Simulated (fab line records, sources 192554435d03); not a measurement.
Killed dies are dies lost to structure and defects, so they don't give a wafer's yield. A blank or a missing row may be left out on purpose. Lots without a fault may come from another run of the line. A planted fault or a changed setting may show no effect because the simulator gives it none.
Chamber matching | flow n5_finfet | N5_FIN_SAQP_MANDREL_ETCH_58 on rie_si-06: 4 sister chambers
The step etches a-Si in HBr/Cl2, stops on SiNx, target depth 45 nm, bt time 10 s, time 27 s. 14 wafers are shown with their chamber, then 7 later ones without.

WAFERS WITH THEIR CHAMBER
wafer  | chamber | drypump_motor_current_A (A) | throttle_valve_pct (%) | oes_product_au (a.u.)
L074.2 | 1       | 5.4                         | 35.64                  | 0.666
L074.3 | 0       | 5.7                         | 35.28                  | 0.686
L074.6 | 2       | 5.2                         | 35.55                  | 0.692
L078.2 | 3       | 5.9                         | 35.52                  | 0.717
L078.3 | 0       | 5.6                         | 35.27                  | 0.689
L078.6 | 2       | 5.2                         | 35.51                  | 0.702
L082.1 | 1       | 5.4                         | 35.62                  | 0.684
L082.2 | 0       | 5.7                         | 35.25                  | 0.695
L082.4 | 3       | 5.9                         | 35.50                  | 0.732
L085.3 | 0       | 5.7                         | 35.28                  | 0.688
L085.5 | 1       | 5.4                         | 35.62                  | 0.684
L085.6 | 0       | 5.7                         | 35.26                  | 0.695
L093.2 | 0       | 5.6                         | 35.30                  | 0.678
L093.4 | 1       | 5.4                         | 35.64                  | 0.672

SIGNATURES (means of the wafers above)
reading                 | chamber 0 | chamber 1 | chamber 2 | chamber 3 | scatter within a chamber
drypump_motor_current_A | 5.667     | 5.400     | 5.200     | 5.900     | 0.0365
throttle_valve_pct      | 35.2733   | 35.6300   | 35.5300   | 35.5100   | 0.0171
oes_product_au          | 0.68850   | 0.67650   | 0.69700   | 0.72450   | 0.00779
Rule: a wafer's distance from a chamber is the root of the sum, over the readings, of the square of ((its reading less the chamber's mean) divided by the reading's scatter). The wafer belongs to the nearest chamber; if the next one is less than 2 further off, it can't be placed. The scatter: the root of (the sum of the squares of (reading less its chamber's mean) over the shown wafers, divided by (wafers less chambers)).

WAFERS WITHOUT THEIR CHAMBER
wafer  | drypump_motor_current_A (A) | throttle_valve_pct (%) | oes_product_au (a.u.)
L093.6 | 5.6                         | 35.26                  | 0.696
L095.1 | 5.7                         | 35.28                  | 0.678
L095.3 | 5.3                         | 35.61                  | 0.682
L095.6 | 5.3                         | 35.62                  | 0.682
L097.1 | 5.2                         | 35.53                  | 0.703
L097.3 | 5.6                         | 35.28                  | 0.687
L097.6 | 5.9                         | 35.54                  | 0.720

WHICH CHAMBER EACH WENT THROUGH
wafer  | from the rows above | in truth
L093.6 | 0                   | 0
L095.1 | 0                   | 0
L095.3 | 1                   | 1
L095.6 | 1                   | 1
L097.1 | 2                   | 2
L097.3 | 0                   | 0
L097.6 | 3                   | 3
Placed correctly: 7 of 7. Can't be placed from these rows: 0. Placed wrongly: 0.
